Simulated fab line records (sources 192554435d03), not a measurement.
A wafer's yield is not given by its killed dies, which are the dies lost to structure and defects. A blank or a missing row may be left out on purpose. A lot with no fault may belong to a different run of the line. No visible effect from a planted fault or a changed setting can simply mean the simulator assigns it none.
Split-lot study	flow n5_finfet	on a route of 1938 steps: 7 lots, 21 wafers read

## ON THE SPLIT
At N5_SD_EPI_N_PEB_07 (peb time 60 s), the setting peb_temp_c was moved away from the recipe's 110 C on 7 of the 21 wafers read, by +1.2% to +3.0%. This setting was run at the recipe's value on the other wafers.

## BETWEEN THE SPLIT AND THE READING: the file shows 1 step in between
- N5_SD_EPI_N_DEVELOP_08: develop time 30 s (also split here: develop_time_s)

## THE READING
cd_nm, in nm, at N5_SD_EPI_N_CD_MEAS_09 (target cd 120 nm). Fault-free wafers of this fab line usually give 119.9 nm, standard deviation 0.72 nm.

wafer	tool, chamber at the split	peb_temp_c as run, C	against the recipe	cd_nm, nm	against lot-mates on the recipe
L074.2	litho_track-03, 0	113.2	+2.9%	127.6	+8.6
L074.3	litho_track-03, 0	110	recipe	119.1	-
L074.4	litho_track-03, 0	110	recipe	118.9	-
L075.2	litho_track-05, 0	113.3	+3.0%	127.6	+7.7
L075.3	litho_track-05, 0	110	recipe	119.9	-
L075.6	litho_track-05, 0	113.3	+3.0%	127.9	+8.0
L077.1	litho_track-03, 0	110	recipe	119.6	-
L077.5	litho_track-03, 0	110	recipe	118.5	-
L077.6	litho_track-03, 0	110	recipe	119.3	-
L078.1	litho_track-03, 0	110	recipe	120.4	-
L078.3	litho_track-03, 0	110	recipe	119.1	-
L078.6	litho_track-03, 0	110	recipe	120.3	-
L088.2	litho_track-05, 0	110	recipe	118.7	-
L088.4	litho_track-05, 0	113.3	+3.0%	126.1	+7.4
L088.5	litho_track-05, 0	113.3	+3.0%	126.7	+8.0
L095.1	litho_track-03, 0	112	+1.8%	124.5	+4.7
L095.3	litho_track-03, 0	110	recipe	120.0	-
L095.5	litho_track-03, 0	110	recipe	119.7	-
L096.1	litho_track-04, 0	111.3	+1.2%	123.2	+3.3
L096.3	litho_track-04, 0	110	recipe	119.4	-
L096.5	litho_track-04, 0	110	recipe	120.4	-

FIT RESULTS
A straight line over all 21 wafers: cd_nm changes by +2.58 nm for each +1% of peb_temp_c; r = +0.98; the points scatter about the line by 0.65 nm.
The same after taking each lot's own level away (the mean of its wafers on the recipe; 21 wafers): +2.66 nm for each +1%; r = +0.99; scatter 0.43 nm.
On that fit, the largest move of peb_temp_c shifts the reading by 8 nm.
The lots' own levels span 118.70 to 119.93 nm, that is 1.7 times the standard deviation above.
So the lot-to-lot level changes the slope little: the two slopes agree.
Check: +8.03 nm against its lot-mates is what the line predicts for one of the wafers moved furthest among these (+3.0%) when that wafer is left out of the fit. It came out at +7.7 nm against them.

## OTHER SPLITS ON THESE WAFERS
These wafers also went through other splits before the reading. Each is held against what the fit with the lots' levels taken away leaves over:
other split on the same wafers	wafers away from the commonest value	r with cd_nm (lot level and that fit taken away)
N5_ZERO_LAYER_EXPOSE_08 dose_mj	11	+0.17
N5_ZERO_LAYER_DEVELOP_10 develop_time_s	5	+0.08
N5_WELL_APT_COAT_19 spin_rpm	8	+0.03
N5_WELL_APT_PEB_23 peb_time_s	8	+0.13
N5_FIN_SAQP_DESCUM_21 time_s	3	+0.12
N5_DUMMY_GATE_HM_DEP_06 time_s	12	+0.13
N5_SD_EPI_N_DEVELOP_08 develop_time_s	9	+0.34

## THE WHOLE CHAIN: every reading that the file lists as answering this split, in the file's order
step	what it does	reading	change (the file's fit)	r (the file's)
N5_SD_EPI_N_CD_MEAS_09	target cd 120 nm	cd_nm	+2.69 nm for each +1% of the setting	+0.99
N5_SD_EPI_N_DESCUM_14	chemistry O2, time 7.9 s	SD_EPI_N.cd_nm (the simulator's own value, which no gauge read)	+2.66 nm for each +1% of the setting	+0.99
N5_SD_EPI_N_ETCH_34	etches SiARC in CF4, target depth 45.5 nm, time 75.8 s	SD_EPI_N.cd_nm (the simulator's own value, which no gauge read)	+2.65 nm for each +1% of the setting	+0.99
N5_SD_EPI_N_ETCH_35	etches SOC in N2/H2, overetch 108 nm, time 486 s	SD_EPI_N.cd_nm (the simulator's own value, which no gauge read)	+2.29 nm for each +1% of the setting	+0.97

## FILE'S OWN FIT
cd_nm changes by +2.69 nm for each +1% of peb_temp_c, r = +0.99.
